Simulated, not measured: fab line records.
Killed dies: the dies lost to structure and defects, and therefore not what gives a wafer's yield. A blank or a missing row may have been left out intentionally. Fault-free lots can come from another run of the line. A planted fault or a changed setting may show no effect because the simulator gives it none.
fab line records	flow n5-finfet
[record] lots = 24	wafers = 72	last-day = 17
route steps=1938 shown BEOL_M13@1706 BEOL_M14@1727 BEOL_M15@1773
lots untouched by any fault: they come from a run of this same line in which no faults occurred
start-h: the number of hours between the record's first day and the start of the first shown wafer of the lot	wait-h: hours from the lot's prior step to this one	" unchanged from the row above	L1.1+2: several wafers, shown together as one row	- no value, or no start given	* or withheld: withheld	< > ~ a bound
route shown NAME@n: names a module that has steps shown in the file, with the first one's number in the route	usual: average and standard deviation across the fault-free wafers	same: alike in all rows	chamber/n: place in a boat	sites: readings site by site	_std_site: the values' standard deviation	_edge_site: mean of outer sites minus mean of inner sites	radius-mm: how far each site lies from the wafer's centre	mask NAME#n: copy n	behind: tool/chamber where the wafer was last shaped	hold: what put the lot on hold/how long, in hours/how the hold closed	device: names the non-switching transistor (n, p or np)	end of line: the route-end tests of the same wafers	a step given without rows: its recipe and nothing more	killed: the dies lost at the first sort to structure and to defects; this is not the yield of the wafer	map: the dies of a wafer, with x for killed, . for not killed, _ for no die there
set.NAME: the setting the step ran with; set.NAME@STEP: the setting that earlier step ran with	model.NAME: the simulator's own value behind a step, which no gauge read
the route's steps for a sample of lots (tables are steps, rows are wafers)
services: a tool's chamber out of use, with start hour (start-h, from the record's first day; less than 0 if before it), hours out, and reason
[[steps]]
[step N5_BEOL_M13_SPUTTER_44]
[recipe] material = Ta	target-thk-a = 100	temp-c = 50	bias-v = 80	power-w = 15000	chamber-pressure-pa = 0.07	time-s = 16.13
[usual] bias-v = 79.9/0.74	substrate-temp-c = 50.00/0.12	throttle-valve-pct = 30.0/1.5
lot.wafer	tool	chamber	start-h	wait-h	bias-v	substrate-temp-c	throttle-valve-pct
L075.1	pvd-sputter-02	-	246.98	0.0	79.3	49.98	27.7
L075.3	"	-	"	"	79.7	49.85	32.0
L075.6	"	-	"	"	80.1	50.02	31.5
L074.2	pvd-sputter-03	-	253.55	0.0	80.7	50.07	29.7
L074.4	"	-	"	"	79.6	50.03	31.6
L074.5	"	-	"	"	79.4	49.89	28.9
L077.2	pvd-sputter-02	-	253.59	0.0	79.5	49.92	31.6
L077.3	"	-	"	"	80.4	49.91	27.5
L077.6	"	-	"	"	80.2	49.90	31.7
L078.2	pvd-sputter-01	-	260.06	0.0	80.3	49.93	30.8
L078.3	"	-	"	"	79.4	50.02	28.2
L078.5	"	-	"	"	81.2	50.13	28.3
L079.1	pvd-sputter-03	-	267.09	0.0	78.9	50.01	31.4
L079.4	"	-	"	"	79.9	50.22	29.8
L079.6	"	-	"	"	79.1	50.03	31.6
L076.1	pvd-sputter-01	-	267.42	0.0	80.8	49.92	31.0
L076.2	"	-	"	"	79.5	50.06	28.4
L076.3	"	-	"	"	79.0	49.85	29.8
L080.2	pvd-sputter-03	-	277.74	0.0	79.9	49.83	29.6
L080.3	"	-	"	"	80.4	50.09	29.0
L080.6	"	-	"	"	80.7	49.85	28.9
L081.2	pvd-sputter-02	-	277.80	0.0	79.6	50.11	30.3
L081.3	"	-	"	"	80.1	50.02	31.5
L081.4	"	-	"	"	80.3	49.97	27.6
L082.1	pvd-sputter-01	-	281.99	0.0	79.2	50.14	28.5
L082.2	"	-	"	"	80.5	50.00	30.9
L082.4	"	-	"	"	80.0	49.71	28.2
L083.1	pvd-sputter-03	-	295.00	0.0	80.0	49.88	32.1
L083.3	"	-	"	"	79.1	50.02	31.5
L083.6	"	-	"	"	79.0	49.95	31.6
L084.1	pvd-sputter-02	-	298.88	0.0	79.8	50.02	27.6
L084.5	"	-	"	"	79.4	49.93	32.1
L084.6	"	-	"	"	79.3	50.09	31.5
L087.2	pvd-sputter-01	-	312.56	0.0	80.2	49.97	29.8
L087.5	"	-	"	"	81.0	49.95	29.8
L087.6	"	-	"	"	79.6	50.01	28.3
L085.4	pvd-sputter-01	-	314.22	0.0	81.9	50.03	28.5
L085.5	"	-	"	"	81.2	49.95	30.0
L085.6	"	-	"	"	80.3	49.97	28.4
L088.1	pvd-sputter-01	-	319.16	0.0	80.3	49.93	31.1
L088.2	"	-	"	"	80.1	50.10	28.3
L088.6	"	-	"	"	80.6	50.09	30.1
L086.1	pvd-sputter-02	-	323.30	0.0	78.9	50.19	27.8
L086.3	"	-	"	"	80.2	50.05	31.5
L086.4	"	-	"	"	79.9	50.01	30.2
L089.1	pvd-sputter-01	-	328.50	0.0	79.6	49.93	30.9
L089.3	"	-	"	"	78.9	50.38	28.6
L089.5	"	-	"	"	78.8	49.89	30.8
L090.3	pvd-sputter-02	-	336.54	0.0	80.5	50.00	31.9
L090.4	"	-	"	"	79.4	50.12	30.2
L090.6	"	-	"	"	80.1	50.04	27.4
L091.1	pvd-sputter-02	-	341.28	0.0	79.9	49.85	27.5
L091.3	"	-	"	"	79.5	49.98	30.2
L091.5	"	-	"	"	80.1	49.98	27.7
L093.1	pvd-sputter-02	-	345.94	0.0	79.9	49.94	31.3
L093.3	"	-	"	"	81.3	49.92	30.4
L093.4	"	-	"	"	79.9	49.80	27.9
L092.1	pvd-sputter-01	-	354.86	0.0	79.1	49.92	28.6
L092.2	"	-	"	"	80.6	49.88	30.1
L092.6	"	-	"	"	79.5	50.19	28.6
L095.2	pvd-sputter-01	-	363.10	0.0	79.7	49.83	28.7
L095.3	"	-	"	"	80.4	49.97	29.9
L095.5	"	-	"	"	80.4	50.08	30.0
L094.1	pvd-sputter-02	-	363.63	0.0	78.5	50.10	31.4
L094.5	"	-	"	"	79.8	49.87	30.4
L094.6	"	-	"	"	79.8	49.88	31.9
L096.1	pvd-sputter-02	-	366.49	0.0	81.2	49.98	30.0
L096.2	"	-	"	"	80.4	49.80	27.7
L096.5	"	-	"	"	80.4	49.87	32.0
L097.2	pvd-sputter-01	-	375.37	0.0	81.1	49.96	28.7
L097.3	"	-	"	"	80.1	49.99	28.0
L097.6	"	-	"	"	80.0	49.91	30.2
[step N5_BEOL_M13_RS_MEAS_54]
[recipe] thk-meas-gauge = four-point-probe	reads = Cu_of_BEOL_M13_ECD_47+Ta_of_BEOL_M13_SPUTTER_44+TaN_of_BEOL_M13_SPUTTER_43
[usual] M13_RS = 0.0453/0.0006
lot.wafer	tool	chamber	start-h	wait-h	M13_RS[ohm/sq]
L075.1	film-metro-01	-	248.26	0.0	0.0451
L075.3	"	-	"	"	0.0460
L075.6	"	-	"	"	0.0462
L074.2	film-metro-01	-	254.63	0.1	0.0446
L074.4	"	-	"	"	0.0446
L074.5	"	-	"	"	0.0452
L077.2	film-metro-01	-	254.74	0.1	0.0458
L077.3	"	-	"	"	0.0453
L077.6	"	-	"	"	0.0458
L078.2	film-metro-02	-	261.14	0.1	0.0444
L078.3	"	-	"	"	0.0454
L078.5	"	-	"	"	0.0456
L079.1	film-metro-01	-	268.21	0.0	0.0456
L079.4	"	-	"	"	0.0457
L079.6	"	-	"	"	0.0456
L076.1	film-metro-01	-	268.50	0.0	0.0457
L076.2	"	-	"	"	0.0452
L076.3	"	-	"	"	0.0455
L080.2	film-metro-01	-	278.95	0.1	0.0442
L080.3	"	-	"	"	0.0439
L080.6	"	-	"	"	0.0438
L081.2	film-metro-02	-	279.07	0.1	0.0455
L081.3	"	-	"	"	0.0448
L081.4	"	-	"	"	0.0454
L082.1	film-metro-02	-	283.18	0.0	0.0456
L082.2	"	-	"	"	0.0452
L082.4	"	-	"	"	0.0457
L083.1	film-metro-02	-	296.10	0.0	0.0453
L083.3	"	-	"	"	0.0454
L083.6	"	-	"	"	0.0456
L084.1	film-metro-02	-	300.32	0.0	0.0456
L084.5	"	-	"	"	0.0451
L084.6	"	-	"	"	0.0443
L087.2	film-metro-02	-	313.64	0.1	0.0457
L087.5	"	-	"	"	0.0453
L087.6	"	-	"	"	0.0457
L085.4	film-metro-02	-	315.31	0.0	0.0465
L085.5	"	-	"	"	0.0457
L085.6	"	-	"	"	0.0462
L088.1	film-metro-02	-	320.61	0.0	0.0454
L088.2	"	-	"	"	0.0450
L088.6	"	-	"	"	0.0455
L086.1	film-metro-01	-	324.38	0.0	0.0447
L086.3	"	-	"	"	0.0449
L086.4	"	-	"	"	0.0453
L089.1	film-metro-01	-	329.72	0.0	0.0443
L089.3	"	-	"	"	0.0452
L089.5	"	-	"	"	0.0447
L090.3	film-metro-02	-	338.57	0.1	0.0455
L090.4	"	-	"	"	0.0449
L090.6	"	-	"	"	0.0458
L091.1	film-metro-01	-	342.39	0.0	0.0457
L091.3	"	-	"	"	0.0454
L091.5	"	-	"	"	0.0459
L093.1	film-metro-01	-	347.02	0.0	0.0461
L093.3	"	-	"	"	0.0441
L093.4	"	-	"	"	0.0447
L092.1	film-metro-02	-	356.15	0.0	0.0458
L092.2	"	-	"	"	0.0465
L092.6	"	-	"	"	0.0452
L095.2	film-metro-02	-	364.19	0.1	0.0450
L095.3	"	-	"	"	0.0448
L095.5	"	-	"	"	0.0451
L094.1	film-metro-02	-	364.72	0.0	0.0463
L094.5	"	-	"	"	0.0454
L094.6	"	-	"	"	0.0457
L096.1	film-metro-01	-	367.58	0.0	0.0443
L096.2	"	-	"	"	0.0453
L096.5	"	-	"	"	0.0448
L097.2	film-metro-02	-	376.56	0.1	0.0459
L097.3	"	-	"	"	0.0454
L097.6	"	-	"	"	0.0456
[step N5_BEOL_M14_OVL_MEAS_11]
[recipe] points-per-wafer = 44
[usual] V13_OVL = -3/5.1
lot.wafer	tool	chamber	start-h	wait-h	V13_OVL[nm]
L075.1	overlay-02	0	248.97	0.0	-4
L075.3	"	0	"	"	-6
L075.6	"	0	"	"	-8
L074.2	overlay-02	0	255.22	0.0	-3
L074.4	"	0	"	"	-11
L074.5	"	0	"	"	-9
L077.2	overlay-02	0	255.45	0.0	-6
L077.3	"	0	"	"	-1
L077.6	"	0	"	"	-1
L078.2	overlay-02	0	261.73	0.0	-4
L078.3	"	0	"	"	-1
L078.5	"	0	"	"	-7
L079.1	overlay-02	0	268.80	0.0	-2
L079.4	"	0	"	"	-5
L079.6	"	0	"	"	3
L076.1	overlay-02	0	269.22	0.0	-8
L076.2	"	0	"	"	-4
L076.3	"	0	"	"	-3
L080.2	overlay-01	0	279.55	0.0	4
L080.3	"	0	"	"	6
L080.6	"	0	"	"	-3
L081.2	overlay-02	0	279.66	0.0	4
L081.3	"	0	"	"	6
L081.4	"	0	"	"	4
L082.1	overlay-02	0	283.89	0.0	-11
L082.2	"	0	"	"	-4
L082.4	"	0	"	"	-14
L083.1	overlay-02	0	296.94	0.0	-3
L083.3	"	0	"	"	-12
L083.6	"	0	"	"	-2
L084.1	overlay-01	0	300.91	0.0	-4
L084.5	"	0	"	"	1
L084.6	"	0	"	"	-4
L087.2	overlay-02	0	314.35	0.0	-9
L087.5	"	0	"	"	3
L087.6	"	0	"	"	-10
L085.4	overlay-01	0	316.11	0.0	1
L085.5	"	0	"	"	4
L085.6	"	0	"	"	-4
L088.1	overlay-01	0	321.20	0.0	-2
L088.2	"	0	"	"	-3
L088.6	"	0	"	"	-5
L086.1	overlay-01	0	324.97	0.0	-1
L086.3	"	0	"	"	6
L086.4	"	0	"	"	7
L089.1	overlay-02	0	330.31	0.0	-6
L089.3	"	0	"	"	-3
L089.5	"	0	"	"	0
L090.3	overlay-02	0	339.28	0.0	-4
L090.4	"	0	"	"	-13
L090.6	"	0	"	"	-8
L091.1	overlay-01	0	343.11	0.0	0
L091.3	"	0	"	"	-2
L091.5	"	0	"	"	1
L093.1	overlay-02	0	347.61	0.0	-3
L093.3	"	0	"	"	-4
L093.4	"	0	"	"	5
L092.1	overlay-01	0	356.88	0.0	-1
L092.2	"	0	"	"	-1
L092.6	"	0	"	"	-2
L095.2	overlay-02	0	364.77	0.0	-8
L095.3	"	0	"	"	-4
L095.5	"	0	"	"	-12
L094.1	overlay-01	0	365.44	0.0	-8
L094.5	"	0	"	"	-7
L094.6	"	0	"	"	1
L096.1	overlay-02	0	368.25	0.0	0
L096.2	"	0	"	"	-5
L096.5	"	0	"	"	0
L097.2	overlay-02	0	377.15	0.0	3
L097.3	"	0	"	"	-7
L097.6	"	0	"	"	-4
[step N5_BEOL_M14_TRENCH_ETCH_34]
[recipe] chemistry = C4F8/O2/Ar	target = SiO2	target-depth-a = 5566.5	mask-material = SOC	he-inner-torr = 15	he-outer-torr = 30	time-s = 126.9	ion-energy-ev = 800	pressure-mtorr = 20	source-w = 1905	bias-w = 2040	Ar_flow_sccm = 400	C4F8_flow_sccm = 16	O2_flow_sccm = 12
[usual] drypump-motor-current-A = 5.7/0.43	oes-product-au = 0.81/0.073	rf-vpp-V = 2241/28	showerhead-plenum-p-Torr = 3.43/0.1	throttle-valve-pct = 30.81/0.3
lot.wafer	tool	chamber	start-h	wait-h	drypump-motor-current-A	oes-product-au	rf-hours-counter-h	rf-vpp-V	showerhead-plenum-p-Torr	throttle-valve-pct
L075.1	rie-diel-05	3	250.56	0.0	5.6	0.72	217	2180	3.43	31.22
L075.3	"	2	"	"	6.2	0.67	249	2227	3.51	30.90
L075.6	"	2	"	"	6.2	0.66	-	2227	3.51	30.89
L074.2	rie-diel-05	3	256.71	0.0	5.6	0.71	220	2179	3.43	31.20
L074.4	"	0	"	"	5.5	0.77	-	2255	3.57	30.35
L074.5	"	3	"	"	5.6	0.71	-	2179	3.43	31.21
L077.2	rie-diel-01	3	256.88	0.0	5.2	0.81	81	2260	3.35	31.02
L077.3	"	1	"	"	5.6	0.86	63	2219	3.47	30.45
L077.6	"	1	"	"	5.6	0.86	-	2219	3.47	30.45
L078.2	rie-diel-05	1	263.19	0.0	5.5	0.71	228	2217	3.41	31.40
L078.3	"	3	"	"	5.6	0.70	223	2180	3.43	31.21
L078.5	"	0	"	"	5.6	0.78	-	2254	3.57	30.35
L079.1	rie-diel-01	0	270.38	0.0	5.1	0.79	107	2237	3.34	30.57
L079.4	"	1	"	"	5.6	0.86	69	2218	3.46	30.45
L079.6	"	2	"	"	5.7	0.99	-	2223	3.36	30.96
L076.1	rie-diel-03	0	270.75	0.0	5.5	0.94	15	2235	3.64	30.36
L076.2	"	2	"	"	5.9	0.83	71	2280	3.34	30.90
L076.3	"	3	"	"	5.6	0.78	134	2256	3.58	30.95
L080.2	rie-diel-05	3	280.92	0.0	5.6	0.71	231	2180	3.42	31.23
L080.3	"	2	"	"	6.2	0.95	4	2226	3.51	30.66
L080.6	"	1	"	"	5.5	0.71	-	2216	3.41	31.41
L081.2	rie-diel-01	1	281.50	0.0	5.6	0.86	73	2217	3.46	30.48
L081.3	"	2	"	"	5.8	0.97	6	2225	3.36	30.97
L081.4	"	0	"	"	5.1	0.79	111	2236	3.33	30.59
L082.1	rie-diel-03	2	285.76	0.0	6.0	0.82	76	2281	3.34	30.91
L082.2	"	1	"	"	6.8	0.86	66	2273	3.32	30.68
L082.4	"	0	"	"	5.5	0.94	18	2236	3.64	30.38
L083.1	rie-diel-01	2	298.68	0.0	5.8	0.95	13	2223	3.36	31.01
L083.3	"	3	"	"	5.2	0.78	98	2260	3.34	31.03
L083.6	"	1	"	"	5.6	0.85	-	2218	3.46	30.47
L084.1	rie-diel-03	3	302.28	0.0	5.6	0.78	145	2254	3.57	30.96
L084.5	"	1	"	"	6.7	0.85	-	2272	3.32	30.65
L084.6	"	2	"	"	5.9	0.81	-	2282	3.33	30.91
L087.2	rie-diel-03	1	315.80	0.0	6.8	0.85	77	2274	3.31	30.68
L087.5	"	2	"	"	6.0	0.81	-	2283	3.33	30.91
L087.6	"	3	"	"	5.6	0.77	-	2256	3.57	30.97
L085.4	rie-diel-01	2	318.12	0.1	5.8	0.93	-	2223	3.35	30.98
L085.5	"	1	"	"	5.6	0.84	-	2218	3.45	30.47
L085.6	"	3	"	"	5.2	0.78	-	2261	3.33	31.03
L088.1	rie-diel-03	3	322.56	0.0	5.6	0.77	153	2255	3.57	30.97
L088.2	"	1	"	"	6.8	0.85	79	2274	3.31	30.68
L088.6	"	2	"	"	6.0	0.82	-	2280	3.33	30.92
L086.1	rie-diel-01	2	327.11	0.0	5.8	0.93	25	2223	3.35	31.00
L086.3	"	1	"	"	5.6	0.84	92	2217	3.45	30.48
L086.4	"	1	"	"	5.6	0.83	-	2218	3.45	30.51
L089.1	rie-diel-03	1	331.88	0.0	6.8	0.84	83	2271	3.31	30.67
L089.3	"	0	"	"	5.5	0.90	35	2235	3.63	30.39
L089.5	"	3	"	"	5.6	0.77	-	2254	3.57	30.98
L090.3	rie-diel-03	1	340.72	0.0	6.7	0.83	86	2271	3.31	30.68
L090.4	"	3	"	"	5.6	0.77	160	2255	3.56	30.98
L090.6	"	1	"	"	6.7	0.83	-	2273	3.31	30.68
L091.1	rie-diel-03	1	344.60	0.0	6.7	0.83	87	2273	3.31	30.68
L091.3	"	0	"	"	5.5	0.90	39	2235	3.63	30.40
L091.5	"	2	"	"	5.9	0.79	-	2279	3.32	30.92
L093.1	rie-diel-01	0	349.12	0.0	5.1	0.77	123	2235	3.33	30.59
L093.3	"	3	"	"	5.2	0.77	118	2261	3.33	31.03
L093.4	"	2	"	"	5.8	0.91	33	2223	3.35	31.00
L092.1	rie-diel-01	0	358.48	0.0	5.1	0.77	127	2236	3.33	30.60
L092.2	"	3	"	"	5.2	0.77	122	2259	3.32	31.05
L092.6	"	2	"	"	5.8	0.91	-	2223	3.35	31.01
L095.2	rie-diel-03	3	367.29	0.0	5.6	0.76	169	2252	3.56	31.01
L095.3	"	2	"	"	5.9	0.79	106	2280	3.32	30.92
L095.5	"	2	"	"	5.9	0.80	-	2279	3.32	30.96
L094.1	rie-diel-05	3	367.33	0.0	5.6	0.68	270	2177	3.40	31.26
L094.5	"	3	"	"	5.6	0.68	-	2178	3.40	31.26
L094.6	"	0	"	"	5.6	0.73	-	2251	3.54	30.38
L096.1	rie-diel-01	0	369.74	0.0	5.1	0.76	131	2235	3.32	30.60
L096.2	"	3	"	"	5.2	0.76	126	2260	3.32	31.05
L096.5	"	3	"	"	5.2	0.76	-	2259	3.32	31.05
L097.2	rie-diel-05	2	379.20	0.0	6.2	0.85	48	2224	3.48	30.69
L097.3	"	3	"	"	5.6	0.68	277	2178	3.40	31.29
L097.6	"	0	"	"	5.5	0.73	-	2254	3.54	30.40
[step N5_BEOL_M14_ANNEAL_48]
[recipe] temp-c = 225	time-s = 90	ambient = N2
[usual] wafer_temp_C_max = 225.76/0.28
lot.wafer	tool	chamber	start-h	wait-h	wafer_temp_C_max
L075.1	rtp-anneal-01	0	254.82	0.1	225.71
L075.3	"	0	"	"	225.48
L075.6	"	0	"	"	225.76
L074.2	rtp-anneal-02	0	259.27	0.2	226.09
L074.4	"	0	"	"	226.02
L074.5	"	0	"	"	226.32
L077.2	rtp-anneal-02	0	261.87	0.2	225.81
L077.3	"	0	"	"	225.51
L077.6	"	0	"	"	226.11
L078.2	rtp-anneal-02	0	267.70	0.3	225.98
L078.3	"	0	"	"	225.56
L078.5	"	0	"	"	225.96
L079.1	rtp-anneal-02	0	273.93	0.3	226.24
L079.4	"	0	"	"	225.93
L079.6	"	0	"	"	226.36
L076.1	rtp-anneal-01	0	277.67	0.6	225.80
L076.2	"	0	"	"	225.65
L076.3	"	0	"	"	225.53
L080.2	rtp-anneal-02	0	282.71	0.5	225.82
L080.3	"	0	"	"	225.90
L080.6	"	0	"	"	225.80
L081.2	rtp-anneal-01	0	282.86	0.2	225.36
L081.3	"	0	"	"	225.64
L081.4	"	0	"	"	225.41
L082.1	rtp-anneal-01	0	287.26	0.1	225.67
L082.2	"	0	"	"	225.60
L082.4	"	0	"	"	225.63
L083.1	rtp-anneal-01	0	300.02	0.4	225.80
L083.3	"	0	"	"	225.35
L083.6	"	0	"	"	225.56
L084.1	rtp-anneal-01	0	306.64	0.2	225.61
L084.5	"	0	"	"	225.54
L084.6	"	0	"	"	225.77
L087.2	rtp-anneal-02	0	317.32	0.2	225.88
L087.5	"	0	"	"	226.71
L087.6	"	0	"	"	226.18
L085.4	rtp-anneal-02	0	320.72	0.2	225.87
L085.5	"	0	"	"	226.37
L085.6	"	0	"	"	226.19
L088.1	rtp-anneal-02	0	323.71	0.1	226.10
L088.2	"	0	"	"	225.97
L088.6	"	0	"	"	226.05
L086.1	rtp-anneal-01	0	329.81	0.7	226.04
L086.3	"	0	"	"	225.27
L086.4	"	0	"	"	225.46
L089.1	rtp-anneal-01	0	335.21	0.1	225.43
L089.3	"	0	"	"	225.87
L089.5	"	0	"	"	225.51
L090.3	rtp-anneal-02	0	346.66	0.4	225.62
L090.4	"	0	"	"	225.59
L090.6	"	0	"	"	225.72
L091.1	rtp-anneal-01	0	347.68	0.4	225.36
L091.3	"	0	"	"	225.36
L091.5	"	0	"	"	225.48
L093.1	rtp-anneal-01	0	350.36	0.4	225.21
L093.3	"	0	"	"	225.68
L093.4	"	0	"	"	225.58
L092.1	rtp-anneal-02	0	363.14	0.2	226.08
L092.2	"	0	"	"	225.69
L092.6	"	0	"	"	225.65
L095.2	rtp-anneal-01	0	372.58	0.2	225.49
L095.3	"	0	"	"	225.53
L095.5	"	0	"	"	225.49
L094.1	rtp-anneal-02	0	373.22	0.1	225.91
L094.5	"	0	"	"	225.82
L094.6	"	0	"	"	226.13
L096.1	rtp-anneal-02	0	374.63	0.1	225.86
L096.2	"	0	"	"	225.74
L096.5	"	0	"	"	225.75
L097.2	rtp-anneal-01	0	380.87	0.2	225.66
L097.3	"	0	"	"	225.73
L097.6	"	0	"	"	225.90
[step N5_BEOL_M15_ILD_DEP_00]
[recipe] material = SiO2	target-thk-a = 16293	temp-c = 400	precursor = TEOS/O2	pressure-torr = 6.5	rf-w = 900	teos-flow-sccm = 161.4	gas = O2	flow-sccm = 2650	time-s = 346.1
[usual] heater-power-w = 533/84	showerhead-plenum-p-Torr = 8.33/0.036	showerhead-vpp-V = 1819/120	throttle-valve-pct = 18.5/1
lot.wafer	tool	chamber	start-h	wait-h	heater-power-w	showerhead-plenum-p-Torr	showerhead-vpp-V	throttle-valve-pct
L075.1	pecvd-03	1	255.60	0.0	631	8.33	1870	18.1
L075.3	"	2	"	"	601	8.35	1713	17.3
L075.6	"	1	"	"	514	8.34	1883	18.1
L074.2	pecvd-01	1	260.01	0.0	408	8.21	1914	20.8
L074.4	"	1	"	"	486	8.23	1920	20.7
L074.5	"	2	"	"	425	8.31	1780	18.3
L077.2	pecvd-03	1	262.61	0.0	662	8.33	1894	18.1
L077.3	"	0	"	"	579	8.34	1974	18.0
L077.6	"	2	"	"	467	8.34	1696	17.4
L078.2	pecvd-02	0	268.43	0.0	516	8.37	1856	20.1
L078.3	"	1	"	"	480	8.31	1801	18.5
L078.5	"	2	"	"	520	8.34	1588	18.2
L079.1	pecvd-02	1	274.71	0.0	405	8.31	1765	18.3
L079.4	"	1	"	"	475	8.31	1780	18.7
L079.6	"	0	"	"	637	8.37	1881	20.1
L076.1	pecvd-03	2	278.46	0.0	498	8.34	1688	17.3
L076.2	"	0	"	"	611	8.35	2006	18.2
L076.3	"	1	"	"	672	8.34	1866	18.0
L080.2	pecvd-03	0	283.45	0.0	586	8.33	2008	18.1
L080.3	"	2	"	"	618	8.35	1685	17.1
L080.6	"	2	"	"	474	8.35	1675	17.2
L081.2	pecvd-02	0	283.61	0.0	617	8.36	1860	20.2
L081.3	"	2	"	"	561	8.35	1558	18.3
L081.4	"	1	"	"	508	8.30	1806	18.6
L082.1	pecvd-01	2	288.04	0.0	526	8.30	1766	18.5
L082.2	"	1	"	"	470	8.24	1940	20.8
L082.4	"	2	"	"	415	8.30	1785	18.4
L083.1	pecvd-03	1	300.82	0.0	594	8.34	1876	18.1
L083.3	"	2	"	"	554	8.35	1694	17.3
L083.6	"	0	"	"	615	8.33	2042	17.9
L084.1	pecvd-02	1	307.42	0.0	448	8.31	1805	18.3
L084.5	"	0	"	"	525	8.36	1858	20.0
L084.6	"	2	"	"	566	8.34	1559	18.0
L087.2	pecvd-01	0	318.07	0.0	596	8.32	1808	18.4
L087.5	"	0	"	"	694	8.33	1808	18.5
L087.6	"	1	"	"	486	8.23	1957	20.9
L085.4	pecvd-02	1	321.47	0.1	362	8.33	1824	18.5
L085.5	"	0	"	"	512	8.39	1859	20.2
L085.6	"	2	"	"	528	8.36	1581	18.1
L088.1	pecvd-01	2	324.71	0.0	506	8.30	1770	18.4
L088.2	"	1	"	"	395	8.25	1903	20.7
L088.6	"	1	"	"	483	8.25	1906	20.6
L086.1	pecvd-02	0	330.61	0.0	635	8.37	1839	20.0
L086.3	"	2	"	"	533	8.35	1579	18.2
L086.4	"	2	"	"	571	8.35	1576	18.1
L089.1	pecvd-02	0	336.00	0.0	631	8.40	1844	20.0
L089.3	"	2	"	"	470	8.34	1574	18.3
L089.5	"	2	"	"	544	8.35	1596	18.1
L090.3	pecvd-03	2	347.36	0.0	474	8.34	1696	17.3
L090.4	"	1	"	"	628	8.32	1828	18.2
L090.6	"	2	"	"	564	8.34	1704	17.3
L091.1	pecvd-01	1	348.47	0.0	411	8.26	1923	20.8
L091.3	"	2	"	"	513	8.31	1772	18.6
L091.5	"	2	"	"	410	8.28	1753	18.6
L093.1	pecvd-03	1	351.16	0.0	637	8.32	1843	18.4
L093.3	"	0	"	"	535	8.32	2052	17.9
L093.4	"	2	"	"	487	8.35	1712	17.2
L092.1	pecvd-03	2	363.93	0.0	616	8.33	1703	17.4
L092.2	"	1	"	"	598	8.35	1873	17.7
L092.6	"	2	"	"	474	8.34	1708	17.4
L095.2	pecvd-03	0	373.32	0.0	516	8.37	2002	17.9
L095.3	"	2	"	"	519	8.34	1696	17.4
L095.5	"	1	"	"	664	8.35	1878	18.1
L094.1	pecvd-01	2	374.00	0.0	529	8.32	1759	18.6
L094.5	"	1	"	"	516	8.23	1933	20.7
L094.6	"	2	"	"	412	8.32	1778	18.4
L096.1	pecvd-01	0	375.41	0.0	699	8.34	1804	18.6
L096.2	"	1	"	"	402	8.23	1962	20.6
L096.5	"	1	"	"	481	8.25	1955	20.7
L097.2	pecvd-03	1	381.62	0.0	536	8.34	1877	18.2
L097.3	"	0	"	"	590	8.36	2017	18.1
L097.6	"	1	"	"	655	8.33	1858	18.2
[[services]]
tool	chamber	start-h	hours	kind
pecvd-01	0	232.98	16.5	scheduled-down
rie-diel-05	2	241.53	4.6	repair
rie-diel-01	2	242.59	-	clean
rie-diel-01	2	242.59	-	consumable-replace:focus-ring
rie-diel-01	2	242.59	22.9	scheduled-down
rie-diel-01	2	242.59	22.9	vent-cycle
pecvd-02	-	245.16	1.7	repair
rie-diel-05	2	253.64	-	clean
rie-diel-05	2	253.64	-	consumable-replace:focus-ring
rie-diel-03	0	277.30	4.8	repair
pecvd-03	-	291.16	6.0	pm
rie-diel-01	0	293.25	34.3	repair
rie-diel-05	2	294.72	3.8	repair
pecvd-02	1	295.01	5.5	scheduled-down
pecvd-01	0	297.92	5.5	scheduled-down
pecvd-03	0	297.99	2.1	scheduled-down
rie-diel-05	0	303.23	6.3	repair
pecvd-02	-	334.10	1.0	repair
rie-diel-03	3	353.62	2.7	repair
pvd-sputter-03	-	355.18	4.5	repair
rie-diel-03	-	370.92	5.5	repair
[[key]]
fault none
